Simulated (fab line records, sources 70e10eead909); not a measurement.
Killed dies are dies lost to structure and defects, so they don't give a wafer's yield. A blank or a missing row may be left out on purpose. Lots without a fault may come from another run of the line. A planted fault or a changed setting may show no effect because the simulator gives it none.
Which tool did it? | flow nand_harc | 12 lots, 33 wafers sampled, at 5 steps of a route of 1302

WHAT THE GAUGES READ, wafer by wafer
NHARC_END_SORT_01. Usual: defect_limited_yield 93.3 %, standard deviation 1.5; killed_at_array 41, standard deviation 10; killed_at_other 0.8, standard deviation 0.91; killed_at_periphery 4.2, standard deviation 2.9; killed_dies 46, standard deviation 10; killed_open 3.5, standard deviation 2.1; killed_short 2.5, standard deviation 1.6; sort_bin_2_pct 2.4 %, standard deviation 0.71; sort_bin_3_pct 0.6 %, standard deviation 0.33; sort_bin_4_pct 3.8 %, standard deviation 0.93; sort_n_pass 631, standard deviation 10; sort_rim_yield_pct 86 %, standard deviation 4.5; sort_yield_pct 93.3 %, standard deviation 1.5.
lot  | measured     | on        | defect_limited_yield (%) | killed_at_array | killed_at_other | killed_at_periphery | killed_dies | killed_open | killed_short | sort_bin_2_pct (%) | sort_bin_3_pct (%) | sort_bin_4_pct (%) | sort_n_pass | sort_rim_yield_pct (%) | sort_yield_pct (%) | flag
L610 | day 25 09:38 | prober-02 | 92.0 94.1 92.3           | 48 37 47        | 1 0 1           | 5 3 4               | 54 40 52    | 8 4 5       | 0 2 2        | 1.8 1.8 3.0        | 0.9 0.1 0.6        | 5.3 4.0 4.1        | 623 637 625 | 85 80 82               | 92.0 94.1 92.3     |
L609 | day 25 02:41 | prober-01 | 93.2 93.5 92.9           | 43 42 42        | 0 1 2           | 3 1 4               | 46 44 48    | 3 2 0       | 1 2 4        | 1.9 1.9 2.8        | 0.7 0.4 0.3        | 4.1 4.1 4.0        | 631 633 629 | 88 89 86               | 93.2 93.5 92.9     |
L608 | day 25 11:20 | prober-01 | 91.6 94.1 93.5           | 51 35 39        | 2 1 0           | 4 4 5               | 57 40 44    | 3 4 3       | 2 6 2        | 3.4 2.1 3.2        | 1.0 0.7 0.4        | 4.0 3.1 2.8        | 620 637 633 | 82 89 86               | 91.6 94.1 93.5     |
L611 | day 25 02:41 | prober-02 | 91.7 92.2 91.0           | 52 52 58        | 1 1 1           | 3 0 2               | 56 53 61    | 4 4 6       | 6 3 3        | 3.4 2.8 2.4        | 0.6 0.6 1.0        | 4.3 4.4 5.6        | 621 624 616 | 83 83 83               | 91.7 92.2 91.0     |
L614 | day 26 00:31 | prober-01 | 0 0                      | 28 31           | 648 645         | 1 1                 | 677 677     | 3 5         | 1 1          | 96.9 97.6          | 0.1 0.3            | 3.0 2.1            | 0 0         | 0 0                    | 0 0                | OFF
L618 | day 28 00:59 | prober-02 | 95.4 95.0 95.3           | 22 24 20        | 2 1 0           | 7 9 12              | 31 34 32    | 3 3 4       | 4 5 2        | 1.6 1.3 1.8        | 0.6 0.3 0.1        | 2.4 3.4 2.8        | 646 643 645 | 89 87 90               | 95.4 95.0 95.3     |
L621 | day 30 04:30 | prober-01 | 92.5 92.6 93.2           | 47 48 41        | 0 1 0           | 4 1 5               | 51 50 46    | 4 1 0       | 4 4 5        | 3.0 2.7 2.1        | 0.7 0.7 1.0        | 3.8 4.0 3.7        | 626 627 631 | 92 86 86               | 92.5 92.6 93.2     |
L625 | day 31 00:32 | prober-01 | 93.5 93.4 94.2           | 34 37 31        | 2 1 2           | 8 7 6               | 44 45 39    | 3 3 1       | 2 1 2        | 1.6 2.4 2.4        | 0.6 0.3 0.4        | 4.3 4.0 3.0        | 633 632 638 | 92 93 89               | 93.5 93.4 94.2     |
L624 | day 31 08:24 | prober-02 | 89.5 90.7 92.5           | 70 62 47        | 0 1 0           | 1 0 4               | 71 63 51    | 2 2 2       | 2 3 2        | 3.8 3.5 3.5        | 0.9 0.9 0.9        | 5.8 4.9 3.1        | 606 614 626 | 77 75 81               | 89.5 90.7 92.5     |
L627 | day 31 20:23 | prober-01 | 92.8 93.4 91.3           | 49 42 55        | 0 2 1           | 0 1 3               | 49 45 59    | 4 5 3       | 0 3 3        | 3.4 3.0 3.7        | 0.3 0.6 1.2        | 3.5 3.1 3.8        | 628 632 618 | 82 88 80               | 92.8 93.4 91.3     |
L629 | day 34 12:41 | prober-01 | 93.4 92.8 92.5           | 37 38 40        | 1 2 1           | 7 9 10              | 45 49 51    | 2 2 2       | 1 3 2        | 2.5 2.7 2.8        | 0.4 0.4 0.4        | 3.7 4.1 4.3        | 632 628 626 | 91 90 86               | 93.4 92.8 92.5     |

WHICH TOOL RAN EACH LOT (tool, then ch and the chambers of the sampled wafers, then the start)
lot  | NHARC_THIN_TSV_ETCH_44             | NHARC_THIN_TSV_PVD_51        | NHARC_THIN_TSV_CMP_21         | NHARC_THIN_TSV_DESCUM_35
L610 | rie_diel-03 ch 1,2, day 24 08:31   | pvd_sputter-03, day 24 11:17 | cmp-04 ch 1,2,3, day 24 12:38 | rie_diel-03 ch 0,2,3, day 24 14:25
L609 | rie_diel-06 ch 1,3, day 24 09:33   | pvd_sputter-03, day 24 12:20 | cmp-04 ch 0,1,2, day 24 13:37 | rie_diel-03 ch 0,1,2, day 24 15:20
L608 | rie_diel-03 ch 2,3, day 24 13:07   | pvd_sputter-03, day 24 15:56 | cmp-01 ch 0,3, day 24 17:11   | rie_diel-06 ch 0,1,2, day 24 18:57
L611 | rie_diel-06 ch 0,2, day 24 14:04   | pvd_sputter-03, day 24 16:49 | cmp-02 ch 0,1,2, day 24 18:03 | rie_diel-06 ch 1,2,3, day 24 19:41
L612 | rie_diel-03 ch 2, day 24 17:08     | pvd_sputter-03, day 24 19:59 | cmp-02 ch 2, day 24 21:18     | rie_diel-06 ch 3, day 24 22:55
L614 | rie_diel-06 ch 1, day 25 08:29     | pvd_sputter-03, day 25 11:13 | cmp-04 ch 1,3, day 25 12:35   | rie_diel-06 ch 0,2, day 25 14:10
L618 | rie_diel-03 ch 0,2, day 27 06:29   | pvd_sputter-02, day 27 09:20 | cmp-04 ch 1,3, day 27 10:46   | rie_diel-06 ch 0,1,3, day 27 12:29
L621 | rie_diel-03 ch 1,2,3, day 29 14:59 | pvd_sputter-01, day 29 17:54 | cmp-04 ch 0,1,3, day 29 19:19 | rie_diel-06 ch 1,2, day 29 20:55
L625 | rie_diel-03 ch 0,1,3, day 30 09:49 | pvd_sputter-01, day 30 12:33 | cmp-02 ch 0,1,2, day 30 13:50 | rie_diel-06 ch 0,1,2, day 30 15:28
L624 | rie_diel-06 ch 1,2, day 30 17:34   | pvd_sputter-01, day 30 20:23 | cmp-02 ch 1,2,3, day 30 21:55 | rie_diel-03 ch 1,3, day 30 23:31
L627 | rie_diel-06 ch 0,1,2, day 31 06:09 | pvd_sputter-02, day 31 08:51 | cmp-04 ch 1,3, day 31 10:07   | rie_diel-07 ch 0,1, day 31 11:52
L629 | rie_diel-03 ch 2,3, day 33 20:13   | pvd_sputter-01, day 33 23:04 | cmp-02 ch 0,3, day 34 00:21   | rie_diel-06 ch 1,3, day 34 02:05
- NHARC_THIN_TSV_ETCH_44: etches the open film in CF4/O2, target depth 1594.2 nm, time 797.1 s.
- NHARC_THIN_TSV_PVD_51: deposits Cu, target thk 100 nm.
- NHARC_THIN_TSV_CMP_21: polishes, t overpolish 30 s, target thk 2000 nm.
- NHARC_THIN_TSV_DESCUM_35: chemistry O2, time 3 s.

WHAT THE TOOLS THEMSELVES READ (means of the sampled wafers that have a number; where no wafer has one, the mark that the record gives instead)
NHARC_THIN_TSV_ETCH_44. Usual: drypump_motor_current_A 5.7 A, standard deviation 0.43; oes_product_au 0.999 a.u., standard deviation 0.0091; rf_vpp_V 795 V, standard deviation 5.1; showerhead_plenum_p_Torr 1.84 Torr, standard deviation 0.08; throttle_valve_pct 16.914 %, standard deviation 0.0085.
lot  | tool        | drypump_motor_current_A (A) | oes_product_au (a.u.) | rf_vpp_V (V) | showerhead_plenum_p_Torr (Torr) | throttle_valve_pct (%) | flag
L610 | rie_diel-03 | 6.1                         | 1.001                 | 794          | 1.81                            | 16.919                 |
L609 | rie_diel-06 | 5.3                         | 1.010                 | 797          | 1.87                            | 16.908                 |
L608 | rie_diel-03 | 5.8                         | 1.000                 | 795          | 1.84                            | 16.914                 |
L611 | rie_diel-06 | 5.6                         | 0.992                 | 798          | 1.90                            | 16.916                 |
L612 | rie_diel-03 | 6.0                         | 1.015                 | 797          | 1.88                            | 16.914                 |
L614 | rie_diel-06 | 5.1                         | 1.010                 | 802          | 1.95                            | 16.919                 |
L618 | rie_diel-03 | 6.0                         | 1.004                 | 796          | 1.87                            | 16.920                 |
L621 | rie_diel-03 | 5.9                         | 0.998                 | 793          | 1.80                            | 16.919                 |
L625 | rie_diel-03 | 5.8                         | 1.006                 | 792          | 1.79                            | 16.913                 |
L624 | rie_diel-06 | 5.1                         | 1.000                 | 802          | 1.95                            | 16.918                 |
L627 | rie_diel-06 | 5.4                         | 1.002                 | 800          | 1.92                            | 16.911                 |
L629 | rie_diel-03 | 5.8                         | 1.002                 | 795          | 1.83                            | 16.907                 |

NHARC_THIN_TSV_PVD_51. Usual: throttle_valve_pct 29.2 %, standard deviation 1.
lot  | tool           | throttle_valve_pct (%) | flag
L610 | pvd_sputter-03 | 28.7                   |
L609 | pvd_sputter-03 | 28.6                   |
L608 | pvd_sputter-03 | 28.2                   |
L611 | pvd_sputter-03 | 28.5                   |
L612 | pvd_sputter-03 | 28.3                   |
L614 | pvd_sputter-03 | 28.1                   |
L618 | pvd_sputter-02 | 29.1                   |
L621 | pvd_sputter-01 | 30.2                   |
L625 | pvd_sputter-01 | 30.0                   |
L624 | pvd_sputter-01 | 30.0                   |
L627 | pvd_sputter-02 | 30.3                   |
L629 | pvd_sputter-01 | 29.5                   |

NHARC_THIN_TSV_CMP_21. Usual: motor_current_A 11.8 A, standard deviation 0.8; overpolish_run_s 30.000 s, standard deviation 0.0086.
lot  | tool   | motor_current_A (A) | overpolish_run_s (s) | flag
L610 | cmp-04 | 11.7                | 29.983               |
L609 | cmp-04 | 11.6                | 30.005               |
L608 | cmp-01 | 12.6                | 30.001               |
L611 | cmp-02 | 11.5                | 30.002               |
L612 | cmp-02 | 10.4                | 30.014               |
L614 | cmp-04 | 11.5                | 29.993               |
L618 | cmp-04 | 11.7                | 29.997               |
L621 | cmp-04 | 12.0                | 29.995               |
L625 | cmp-02 | 11.6                | 29.996               |
L624 | cmp-02 | 11.9                | 30.006               |
L627 | cmp-04 | 11.4                | 29.992               |
L629 | cmp-02 | 11.9                | 30.001               |

NHARC_THIN_TSV_DESCUM_35. Usual: drypump_motor_current_A 5.7 A, standard deviation 0.48; oes_product_au 0.999 a.u., standard deviation 0.01; rf_vpp_V 57.9 V, standard deviation 0.9; showerhead_plenum_p_Torr 1.93 Torr, standard deviation 0.093; throttle_valve_pct 11.311 %, standard deviation 0.0088.
lot  | tool        | drypump_motor_current_A (A) | oes_product_au (a.u.) | rf_vpp_V (V) | showerhead_plenum_p_Torr (Torr) | throttle_valve_pct (%) | flag
L610 | rie_diel-03 | 5.8                         | 0.994                 | 58.5         | 1.90                            | 11.316                 |
L609 | rie_diel-03 | 6.0                         | 1.005                 | 57.6         | 1.91                            | 11.306                 |
L608 | rie_diel-06 | 5.4                         | 0.997                 | 58.2         | 2.02                            | 11.301                 |
L611 | rie_diel-06 | 5.4                         | 0.998                 | 57.8         | 1.96                            | 11.305                 |
L612 | rie_diel-06 | 5.8                         | 1.013                 | 56.6         | 1.78                            | 11.317                 |
L614 | rie_diel-06 | 5.5                         | 0.992                 | 57.8         | 2.00                            | 11.307                 |
L618 | rie_diel-06 | 5.6                         | 0.994                 | 57.0         | 1.93                            | 11.312                 |
L621 | rie_diel-06 | 5.2                         | 0.995                 | 58.2         | 2.06                            | 11.310                 |
L625 | rie_diel-06 | 5.3                         | 1.002                 | 58.1         | 2.02                            | 11.306                 |
L624 | rie_diel-03 | 5.9                         | 1.008                 | 57.5         | 1.84                            | 11.314                 |
L627 | rie_diel-07 | 5.8                         | 0.995                 | 58.5         | 1.91                            | 11.307                 |
L629 | rie_diel-06 | 5.3                         | 1.007                 | 57.3         | 1.95                            | 11.316                 |

THE ANSWER, worked out from the rows above alone
Rule: a lot is off if the mean of its wafers that have a number lies more than 3 standard deviations from the usual mean. A lot without any number at a reading at which 4 lots or more have one is off too. The other lots that the step has rows for count as sound. The gauges are gone through in route order, then the tools' own readings, and for those a lot's mean is taken as printed above. The first step at which some lot is off is used, and at that step the reading that is off furthest; a lot without a number counts as furthest.
Off: L614, at NHARC_END_SORT_01 (killed_at_other). Neither off nor sound, because the step has no rows for them: L612.
A tool fits if, at a process step before that reading, it ran every lot that is off, and no sound lot after the first of them. The gauges at NHARC_END_SORT_01 are tried like those tools. One fits: pvd_sputter-03 at NHARC_THIN_TSV_PVD_51. Its last sound lot is L611 (day 24 16:49), its first lot that is off L614 (day 25 11:13): a fault that began between those two fits.

WHAT THE SIMULATOR HAD PUT IN
Process parameter drift: pvd_sputter-03, from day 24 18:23 on, at NHARC_THIN_TSV_PVD_51. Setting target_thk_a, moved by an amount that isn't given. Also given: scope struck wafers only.
Lots struck among those shown: L614. The rule above found the same.
